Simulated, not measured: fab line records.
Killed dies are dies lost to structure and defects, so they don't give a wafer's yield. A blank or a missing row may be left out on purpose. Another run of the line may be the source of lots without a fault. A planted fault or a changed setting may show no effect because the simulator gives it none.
fab line records    flow n5_finfet
record lots=6  wafers=18  last_day=18
route steps=1938 shown BEOL_M12@1624 PASSIVATION@1936
lots that met no fault: from a run of the same line without faults
start_h: hours from the record's opening day to when the first of the lot's shown wafers began    wait_h: time in hours since the lot's previous step    " same as the row above    L1.1+2: a single row standing in for several wafers    - value missing, or start not given    * or withheld: withheld    < > ~ a bound
route shown NAME@n: names a module that has steps shown in the file, with the first one's number in the route    usual: mean and standard deviation over wafers with no fault    same: alike in all rows    chamber/n: place in a boat    sites: per-site readings    _std_site: their standard deviation    _edge_site: mean of outer sites minus mean of inner sites    radius_mm: how far each site lies from the wafer's centre    mask NAME#n: copy n    behind: the tool/chamber that last shaped the wafer    hold: reason for holding the lot/hours on hold/outcome of the hold    device: which transistor (n, p or np) failed to switch    end of line: at the end of the route, the tests of the same wafers    a step given without rows: its recipe and nothing more    killed: not the wafer's yield, but the dies lost to structure and defects at the first sort    map: a wafer's dies, marking killed ones x, the rest . and places with no die _
set.NAME: the run value of the setting; set.NAME@STEP: its run value at that earlier step    model.NAME: the simulator's own value behind a step, which no gauge read
certain route steps with their lots: each step a table, each wafer a row
services: the hour from which a tool's chamber was out of use, counted from the record's first day as start_h (under 0 if before that day), plus the number of hours and why
## steps
# step N5_BEOL_M12_COAT_66
# recipe resist=SiARC  temp_c=220  time_s=60  spin_rpm=1500  resist_thk_nm=110
# step N5_BEOL_M12_COAT_22
# recipe spin_rpm=2888  resist_thk_nm=300
# step N5_BEOL_M12_EBR_24
# recipe solvent=PGMEA  ebr_width_mm=1.5
# step N5_BEOL_M12_SOFTBAKE_23
# recipe temp_c=130  time_s=60
# step N5_BEOL_M12_EXPOSE_25
# recipe mask_id=M12  na=0.93  source_shape=conventional  sigma_outer=0.4  polarization=unpolarized  dose_mj=21.8
# step N5_BEOL_M12_PEB_26
# recipe peb_temp_c=130  peb_time_s=90
# step N5_BEOL_M12_DEVELOP_27
# recipe develop_time_s=45  rinse_liquid=diw  dry=air_spin  dev_temp_c=21
# step N5_BEOL_M12_HARDBAKE_32
# recipe temp_c=130  time_s=120
# step N5_BEOL_M12_CD_MEAS_28
# recipe target_cd_nm=160.2  landing_energy_ev=500  detector=se_inlens  polarity=opening
# usual cd_nm=161.3/1.9
lot.wafer  tool       chamber  start_h  wait_h  cd_nm
L915.1     cd_sem-02  0        245.08   -       163.4
L915.2     "          0        "        "       162.5
L915.3     "          0        "        "       161.2
L916.1     cd_sem-03  0        259.12   -       163.7
L916.3     "          0        "        "       162.0
L916.6     "          0        "        "       158.3
L932.1     cd_sem-01  0        354.79   -       161.4
L932.4     "          0        "        "       162.0
L932.6     "          0        "        "       160.4
L933.2     cd_sem-03  0        367.04   -       161.4
L933.3     "          0        "        "       157.4
L933.5     "          0        "        "       160.9
L930.2     cd_sem-02  0        375.41   -       165.2
L930.5     "          0        "        "       162.7
L930.6     "          0        "        "       162.5
L935.1     cd_sem-03  0        400.65   -       159.4
L935.3     "          0        "        "       156.0
L935.4     "          0        "        "       158.1
# step N5_BEOL_M12_OVL_MEAS_29
# recipe points_per_wafer=44
# usual M12_OVL=-5/5.7
lot.wafer  tool        chamber  start_h  wait_h  M12_OVL[nm]
L915.1     overlay-02  0        245.11   0.0     2
L915.2     "           0        "        "       3
L915.3     "           0        "        "       2
L916.1     overlay-01  0        259.15   0.0     -9
L916.3     "           0        "        "       -12
L916.6     "           0        "        "       -7
L932.1     overlay-01  0        354.82   0.0     2
L932.4     "           0        "        "       2
L932.6     "           0        "        "       8
L933.2     overlay-02  0        367.07   0.0     -5
L933.3     "           0        "        "       3
L933.5     "           0        "        "       -5
L930.2     overlay-01  0        375.44   0.0     -11
L930.5     "           0        "        "       -9
L930.6     "           0        "        "       -19
L935.1     overlay-02  0        400.68   0.0     -6
L935.3     "           0        "        "       5
L935.4     "           0        "        "       -11
# step N5_BEOL_M12_INSPECT_30
# recipe mode=adi  inspect_instrument=macro
# usual raw_defect_count=2.1/1.5
lot.wafer  tool               chamber  start_h  wait_h  raw_defect_count
L915.1     defect_inspect-02  -        245.13   0.0     1
L915.2     "                  -        "        "       1
L915.3     "                  -        "        "       1
L916.1     defect_inspect-01  -        259.17   0.0     0
L916.3     "                  -        "        "       2
L916.6     "                  -        "        "       5
L932.1     defect_inspect-01  -        354.85   0.0     1
L932.4     "                  -        "        "       3
L932.6     "                  -        "        "       4
L933.2     defect_inspect-01  -        367.09   0.0     3
L933.3     "                  -        "        "       2
L933.5     "                  -        "        "       1
L930.2     defect_inspect-01  -        375.46   0.0     3
L930.5     "                  -        "        "       2
L930.6     "                  -        "        "       4
L935.1     defect_inspect-02  -        400.70   0.0     0
L935.3     "                  -        "        "       1
L935.4     "                  -        "        "       3
# step N5_BEOL_M12_DESCUM_33
# recipe chemistry=O2  time_s=7.9  source_power_w=50  bias_power_w=20  pressure_mtorr=20  rf_frequency_hz=2.712e+07  temp_c=40  o2_flow_sccm=225
# usual drypump_motor_current_A=5.4/0.42  oes_product_au=0.79/0.064  rf_vpp_V=243.8/1.4  showerhead_plenum_p_Torr=2.13/0.063  throttle_valve_pct=20.44/0.26
lot.wafer  tool         chamber  start_h  wait_h  drypump_motor_current_A  oes_product_au  rf_hours_counter_h  rf_vpp_V  showerhead_plenum_p_Torr  throttle_valve_pct
L915.1     rie_diel-01  0        245.61   0.5     6.1                      0.95            13                  246.3     2.21                      20.13
L915.2     "            3        "        "       5.7                      0.74            145                 243.4     2.10                      20.79
L915.3     "            1        "        "       5.7                      0.84            53                  244.4     2.21                      20.65
L916.1     rie_diel-02  1        259.28   0.1     4.9                      0.77            125                 244.3     2.21                      20.57
L916.3     "            3        "        "       5.2                      0.73            155                 242.5     2.11                      20.59
L916.6     "            0        "        "       4.8                      0.75            -                   243.6     2.08                      20.41
L932.1     rie_diel-01  3        354.88   0.0     5.7                      0.71            185                 241.8     2.08                      20.84
L932.4     "            1        "        "       5.7                      0.79            89                  244.1     2.20                      20.70
L932.6     "            0        "        "       6.0                      0.88            -                   245.5     2.20                      20.18
L933.2     rie_diel-02  1        367.12   0.0     5.0                      0.73            161                 245.4     2.20                      20.62
L933.3     "            2        "        "       6.3                      0.79            114                 244.8     2.17                      20.30
L933.5     "            1        "        "       5.0                      0.73            -                   243.9     2.20                      20.64
L930.2     rie_diel-01  0        375.49   0.0     6.0                      0.87            52                  245.5     2.19                      20.18
L930.5     "            0        "        "       6.0                      0.87            -                   243.8     2.19                      20.19
L930.6     "            1        "        "       5.8                      0.78            -                   245.9     2.20                      20.73
L935.1     rie_diel-05  3        400.74   0.0     5.1                      0.77            155                 242.7     2.10                      20.71
L935.3     "            2        "        "       5.2                      0.87            59                  243.7     2.13                      20.18
L935.4     "            1        "        "       5.6                      0.71            209                 246.0     2.20                      20.33
# step N5_BEOL_M12_ETCH_67
# recipe chemistry=CF4  target=SiARC  target_depth_a=1430  time_s=238.3  ion_energy_ev=80  pressure_mtorr=40  source_w=545  bias_w=36  Ar_flow_sccm=100  cf4_flow_sccm=100  ends=cleared
# usual bias_w=36.01/0.097  drypump_motor_current_A=5.4/0.42  etch_rf_on_time_s=241/11  oes_product_au=0.67/0.055  rf_vpp_V=184.4/1  showerhead_plenum_p_Torr=2.18/0.055  throttle_valve_pct=15.61/0.26
lot.wafer  tool         chamber  start_h  wait_h  bias_w  drypump_motor_current_A  etch_rf_on_time_s  oes_product_au  rf_hours_counter_h  rf_vpp_V  showerhead_plenum_p_Torr  throttle_valve_pct
L915.1     rie_diel-01  0        245.64   0.0     36.07   6.1                      233                0.82            13                  185.3     2.25                      15.30
L915.2     "            3        "        "       36.00   5.7                      242                0.64            145                 182.9     2.16                      16.02
L915.3     "            1        "        "       36.25   5.7                      245                0.71            53                  184.5     2.26                      15.79
L916.1     rie_diel-02  1        259.31   0.0     35.97   5.0                      259                0.64            125                 185.5     2.25                      15.62
L916.3     "            3        "        "       36.05   5.2                      226                0.65            156                 183.8     2.14                      15.77
L916.6     "            0        "        "       36.11   4.9                      233                0.64            -                   183.5     2.13                      15.57
L932.1     rie_diel-01  3        354.92   0.0     -       5.7                      315                0.58            186                 204.4     2.15                      16.11
L932.4     "            1        "        "       -       5.7                      318                0.65            89                  202.4     2.25                      15.88
L932.6     "            0        "        "       -       6.0                      295                0.71            -                   203.0     2.24                      15.37
L933.2     rie_diel-02  1        367.16   0.0     35.87   5.0                      260                0.61            161                 184.3     2.23                      15.67
L933.3     "            2        "        "       36.15   6.3                      245                0.65            114                 185.2     2.24                      15.63
L933.5     "            1        "        "       36.04   5.0                      264                0.61            -                   184.9     2.23                      15.68
L930.2     rie_diel-01  0        375.53   0.0     -       6.0                      297                0.70            52                  203.7     2.23                      15.38
L930.5     "            0        "        "       -       6.0                      299                0.69            -                   203.5     2.23                      15.37
L930.6     "            1        "        "       -       5.7                      321                0.63            -                   204.1     2.25                      15.89
L935.1     rie_diel-05  3        400.77   0.0     36.08   5.1                      240                0.65            155                 183.4     2.14                      15.81
L935.3     "            2        "        "       36.10   5.2                      242                0.73            59                  184.8     2.16                      15.27
L935.4     "            1        "        "       36.02   5.6                      238                0.61            209                 184.9     2.20                      15.37
# step N5_BEOL_M12_ETCH_68
# recipe chemistry=N2/H2  target=SOC  mask_material=SiARC  source_w=3000  bias_w=350  temp_c=40  time_s=285  ion_energy_ev=200  pressure_mtorr=30  n2_flow_sccm=200  h2_flow_sccm=200
# usual bias_w=349.9/1.2  drypump_motor_current_A=5.4/0.42  oes_product_au=0.79/0.065  rf_vpp_V=525.1/2.1  showerhead_plenum_p_Torr=2.59/0.073  throttle_valve_pct=17.83/0.29
lot.wafer  tool         chamber  start_h  wait_h  bias_w  drypump_motor_current_A  oes_product_au  rf_hours_counter_h  rf_vpp_V  showerhead_plenum_p_Torr  throttle_valve_pct
L915.1     rie_diel-01  0        245.79   0.1     349.2   6.1                      0.95            13                  527.7     2.72                      17.65
L915.2     "            3        "        "       351.4   5.7                      0.75            145                 525.4     2.54                      18.17
L915.3     "            1        "        "       350.7   5.7                      0.85            53                  528.4     2.71                      18.12
L916.1     rie_diel-02  1        259.46   0.1     348.0   5.0                      0.78            125                 528.0     2.68                      17.89
L916.3     "            3        "        "       349.3   5.2                      0.74            156                 524.5     2.56                      17.98
L916.6     "            0        "        "       349.7   4.9                      0.74            -                   522.9     2.55                      17.89
L932.1     rie_diel-01  3        355.06   0.1     351.8   5.7                      0.71            186                 523.6     2.52                      18.23
L932.4     "            1        "        "       351.3   5.7                      0.81            89                  527.2     2.69                      18.17
L932.6     "            0        "        "       348.9   6.0                      0.89            -                   526.3     2.70                      17.71
L933.2     rie_diel-02  1        367.31   0.1     349.3   5.0                      0.74            162                 527.7     2.66                      17.94
L933.3     "            2        "        "       349.2   6.3                      0.78            114                 528.5     2.63                      17.56
L933.5     "            1        "        "       349.6   5.0                      0.74            -                   525.4     2.66                      17.95
L930.2     rie_diel-01  0        375.67   0.1     349.9   6.0                      0.88            52                  528.1     2.70                      17.73
L930.5     "            0        "        "       350.1   6.0                      0.88            -                   526.8     2.70                      17.73
L930.6     "            1        "        "       349.9   5.7                      0.79            -                   526.9     2.69                      18.18
L935.1     rie_diel-05  3        400.92   0.1     349.4   5.1                      0.77            155                 522.5     2.57                      18.24
L935.3     "            2        "        "       348.4   5.2                      0.86            59                  525.1     2.60                      17.64
L935.4     "            1        "        "       349.9   5.6                      0.70            210                 527.3     2.60                      17.29
# step N5_PASSIVATION_PROBE_49
# usual defect_limited_yield=90.9/1.6  killed_at_M0_to_M3=34/10  killed_at_M4_up=13/5.4  killed_at_contacts=13/6  killed_at_front_end=42/13  killed_at_other=4/3.2  killed_dies=107/18  killed_open=69/14  killed_short=35/7.7  sort_bin_4_leakage=0.02/0.17  sort_bin_5_function=5.3/1  sort_bin_6_memory=3.3/0.75  sort_bin_8_speed=0.00/0.015  sort_n_pass=1073/19  sort_yield_pct=90.9/1.6
# same gross_dies=1180  killed_at_back_side=0
lot.wafer  tool       chamber  start_h  wait_h  defect_limited_yield[%]  killed_at_M0_to_M3  killed_at_M4_up  killed_at_contacts  killed_at_front_end  killed_at_other  killed_dies  killed_open  killed_short  sort_bin_4_leakage[%]  sort_bin_5_function[%]  sort_bin_6_memory[%]  sort_bin_8_speed[%]  sort_n_pass  sort_yield_pct[%]
L916.1     prober-02  -        294.46   0.0     90.8                     27                  9                9                   63                   1                109          64           36            0.08                   5.7                     3.0                   0                    1070         90.7
L916.3     prober-02  -        294.56   0.1     93.9                     16                  6                10                  34                   6                72           47           19            0                      3.1                     2.9                   0                    1108         93.9
L916.6     prober-02  -        294.71   0.3     90.3                     20                  11               11                  68                   4                114          68           39            0                      5.3                     4.1                   0                    1066         90.3
L932.1     prober-01  -        394.90   0.0     89.7                     20                  8                12                  69                   12               121          72           38            0                      6.3                     3.6                   0                    1059         89.7
L930.2     prober-02  -        407.83   0.1     90.9                     22                  16               22                  47                   0                107          60           30            0                      4.3                     3.2                   0                    1073         90.9
L930.5     prober-02  -        407.98   0.2     93.2                     39                  7                5                   25                   4                80           47           32            0                      3.6                     3.0                   0                    1100         93.2
L930.6     prober-02  -        408.03   0.3     92.0                     27                  16               11                  40                   0                94           61           22            0.34                   5.2                     2.5                   0                    1082         91.7
L935.1     prober-02  -        432.47   0.0     90.3                     18                  17               16                  61                   3                115          60           47            0                      6.4                     3.1                   0                    1065         90.3
L935.3     prober-02  -        432.57   0.1     90.8                     29                  6                13                  54                   6                108          69           32            0                      5.9                     3.1                   0                    1072         90.8
L935.4     prober-02  -        432.62   0.2     89.3                     42                  8                8                   64                   4                126          88           35            0                      6.1                     3.8                   0                    1054         89.3
# killed by level:class
L916.1 FIN_SAQP:geometric_particle:open=26 FIN_SAQP:geometric_particle:short=10 MOL_CONTACT_COAG:geometric_particle:open=6 BEOL_M1:geometric_particle:open=6 BEOL_M2:geometric_particle:open=6 BEOL_M3:geometric_particle:open=6 GATE_CUT:geometric_particle:short=5 STI_FIN_REVEAL:geometric_particle:short=4
L916.3 FIN_SAQP:geometric_particle:short=10 FIN_SAQP:geometric_particle:open=9 MOL_CONTACT_COAG:geometric_particle:open=7 BEOL_M1:geometric_particle:open=7 DUMMY_GATE:geometric_particle:open=4 PASSIVATION:area_etch=4 STI_FIN_REVEAL:geometric_particle:open=3 BEOL_M2:geometric_particle:open=3
L916.6 FIN_SAQP:geometric_particle:open=21 FIN_SAQP:geometric_particle:short=14 MOL_CONTACT_COAG:geometric_particle:open=8 BEOL_M1:geometric_particle:open=8 STI_FIN_REVEAL:geometric_particle:open=6 GATE_CUT:geometric_particle:short=6 BEOL_M2:geometric_particle:open=5 FIN_CUT:area_etch=5
L932.1 FIN_SAQP:geometric_particle:open=23 FIN_SAQP:geometric_particle:short=21 MOL_CONTACT_COAG:geometric_particle:open=11 PASSIVATION:area_etch=10 BEOL_M3:geometric_particle:open=7 DUMMY_GATE:geometric_particle:open=6 STI_FIN_REVEAL:geometric_particle:open=4 SPACER0:geometric_particle:open=4
L930.2 MOL_CONTACT_COAG:geometric_particle:open=14 HKMG_FIN:area_etch=12 STI_FIN_REVEAL:geometric_particle:open=9 MOL_CONTACT_COAG:geometric_particle:short=8 DUMMY_GATE:geometric_particle:open=7 FIN_SAQP:geometric_particle:short=6 BEOL_M1:geometric_particle:open=6 BEOL_M3:geometric_particle:open=5
L930.5 BEOL_M0_SAQP:geometric_particle:short=12 BEOL_M1:geometric_particle:open=10 BEOL_M0_SAQP:geometric_particle:open=8 DUMMY_GATE:geometric_particle:open=5 BEOL_M2:geometric_particle:open=5 FIN_SAQP:geometric_particle:open=4 FIN_SAQP:geometric_particle:short=4 MOL_CONTACT_COAG:geometric_particle:open=4
L930.6 BEOL_M3:geometric_particle:open=14 FIN_CUT:area_etch=11 MOL_CONTACT_COAG:geometric_particle:open=9 FIN_SAQP:geometric_particle:open=7 STI_FIN_REVEAL:geometric_particle:open=7 BEOL_M4:geometric_particle:open=7 BEOL_M1:geometric_particle:open=7 GATE_CUT:geometric_particle:short=5
L935.1 FIN_SAQP:geometric_particle:short=17 FIN_SAQP:geometric_particle:open=14 MOL_CONTACT_COAG:geometric_particle:open=12 BEOL_M4:geometric_particle:open=8 STI_FIN_REVEAL:geometric_particle:open=7 BEOL_M3:geometric_particle:open=5 GATE_CUT:geometric_particle:short=4 MOL_CONTACT_COAG:geometric_particle:short=4
L935.3 STI_FIN_REVEAL:geometric_particle:open=18 FIN_SAQP:geometric_particle:open=14 BEOL_M0_SAQP:geometric_particle:open=9 BEOL_M0_SAQP:geometric_particle:short=8 FIN_SAQP:geometric_particle:short=7 MOL_CONTACT_COAG:geometric_particle:open=7 BEOL_M3:geometric_particle:open=5 BEOL_M4:geometric_particle:open=5
L935.4 STI_FIN_REVEAL:geometric_particle:open=23 BEOL_M0_SAQP:geometric_particle:open=12 BEOL_M3:geometric_particle:open=12 FIN_SAQP:geometric_particle:open=10 FIN_SAQP:geometric_particle:short=8 BEOL_M0_SAQP:geometric_particle:short=8 MOL_CONTACT_COAG:geometric_particle:open=7 STI_FIN_REVEAL:geometric_particle:short=5
## services
tool         chamber  start_h  hours  kind
rie_diel-05  3        264.39   4.8    repair
rie_diel-05  -        272.79   2.8    pm
rie_diel-01  1        293.56   7.0    repair
rie_diel-05  0        301.41   5.1    repair
rie_diel-02  2        322.94   2.0    repair
rie_diel-05  0        366.04   5.1    repair
rie_diel-01  -        373.38   0.9    repair
## key
first_sign step=N5_BEOL_M12_ETCH_67  reading=rf_vpp_V  direction=up  sigmas=19  usual=184.4  struck=203.5
effect step=N5_BEOL_M12_ETCH_67  reading=etch_rf_on_time_s  direction=up  sigmas=6  usual=*  struck=*
met_at N5_BEOL_M12_ETCH_67
struck_wafers L930.2,L930.5,L930.6,L932.1,L932.4,L932.6
baseline_loss step=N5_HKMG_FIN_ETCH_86  wafers=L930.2
baseline_loss step=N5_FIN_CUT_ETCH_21  wafers=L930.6
baseline_loss step=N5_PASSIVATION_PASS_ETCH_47  wafers=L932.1
onset_between 245.64 354.92
fault kind=process_parameter_drift  tool=rie_diel-01  chamber=-  onset_h=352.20  steps=N5_BEOL_M12_ETCH_67  channel=source_w  offset=-130.8  shape=step  end_h=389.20  acts_in=these_recipes_only  stated=545
# baseline_loss: these wafers lose ten dies or more at that step, a loss of the line's own and not of a fault; the sort's usual values leave them out
